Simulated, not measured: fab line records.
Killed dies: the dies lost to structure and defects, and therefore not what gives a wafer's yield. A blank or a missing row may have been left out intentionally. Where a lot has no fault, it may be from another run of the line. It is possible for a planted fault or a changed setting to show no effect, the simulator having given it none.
Chamber matching | flow n5 finfet | 4 sister chambers for N5_SDB_DESCUM_16 on rie diel-01
The step chemistry O2, time 7.9 s. 4 wafers are shown with their chamber, then 7 later ones without.

## WAFERS, EACH WITH ITS CHAMBER
wafer  | chamber | drypump motor current A (A)
L074.5 | 3       | 5.9
L082.4 | 1       | 6.5
L082.5 | 0       | 5.6
L085.4 | 2       | 4.8

## WAFERS WITH NO CHAMBER GIVEN
wafer  | drypump motor current A (A)
L085.5 | 5.9
L086.2 | 5.9
L086.3 | 6.5
L086.5 | 4.8
L091.1 | 5.6
L091.3 | 4.8
L091.4 | 6.4

## WHICH CHAMBER EACH WENT THROUGH
wafer  | from the rows above | in truth
L085.5 | 3                   | 3
L086.2 | 3                   | 3
L086.3 | 1                   | 1
L086.5 | 2                   | 2
L091.1 | 0                   | 0
L091.3 | 2                   | 2
L091.4 | 1                   | 1
7 of 7 placed correctly. From these rows, 0 cannot be placed. 0 placed wrongly.
How it was worked out, from the rows above alone: a wafer's distance from a chamber is the root of the sum, over the readings, of the square of ((its reading less the chamber's mean) divided by the reading's scatter). The wafer belongs to the nearest chamber; if the next one is less than 2 further off, it can't be placed. A chamber's mean is the mean of its shown wafers. The scatter: with one shown wafer a chamber, the root of the mean of the squares of how far each hidden wafer lies from its nearest shown one.
